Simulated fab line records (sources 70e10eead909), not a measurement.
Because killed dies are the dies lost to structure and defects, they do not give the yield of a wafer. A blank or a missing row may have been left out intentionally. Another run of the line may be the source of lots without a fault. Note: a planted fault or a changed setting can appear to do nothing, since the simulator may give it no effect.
Chamber matching | flow nand_harc | 3 sister chambers for NHARC_P_M0_PRE_CLEAN_31 on pecvd-03
The step time 12 s. 6 wafers are shown with their chamber, then 10 later ones without.

## WAFERS PAIRED WITH THEIR CHAMBERS
wafer  | chamber | heater_power_w (W)
L086.2 | 1       | 603
L087.3 | 0       | 753
L087.5 | 2       | 711
L087.6 | 1       | 607
L088.1 | 0       | 804
L088.3 | 2       | 694

## WAFERS MISSING THEIR CHAMBER
wafer  | heater_power_w (W)
L088.6 | 636
L089.1 | 702
L089.4 | 694
L089.5 | 750
L092.1 | 853
L092.2 | 698
L092.5 | 855
L095.2 | 573
L095.4 | 581
L095.5 | 707

## EACH ONE'S CHAMBER
wafer  | from the rows above     | in truth
L088.6 | can't be placed: 1 or 2 | 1
L089.1 | 2                       | 2
L089.4 | 2                       | 2
L089.5 | can't be placed: 0 or 2 | 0
L092.1 | 0                       | 0
L092.2 | 2                       | 2
L092.5 | 0                       | 0
L095.2 | 1                       | 1
L095.4 | 1                       | 1
L095.5 | 2                       | 2
Correct placement for 8 of the 10. Can't be placed from these rows: 2 (the true chamber is among the candidates in 2). Wrongly placed: 0.
How it was worked out, from the rows above alone: a wafer's distance from a chamber is the root of the sum, over the readings, of the square of ((its reading less the chamber's mean) divided by the reading's scatter). The wafer belongs to the nearest chamber; if the next one is less than 2 further off, it can't be placed. A chamber's mean is the mean of its shown wafers. The scatter is the square root of a quotient: the sum, over the shown wafers, of each reading's squared deviation from its chamber's mean, divided by wafers minus chambers.
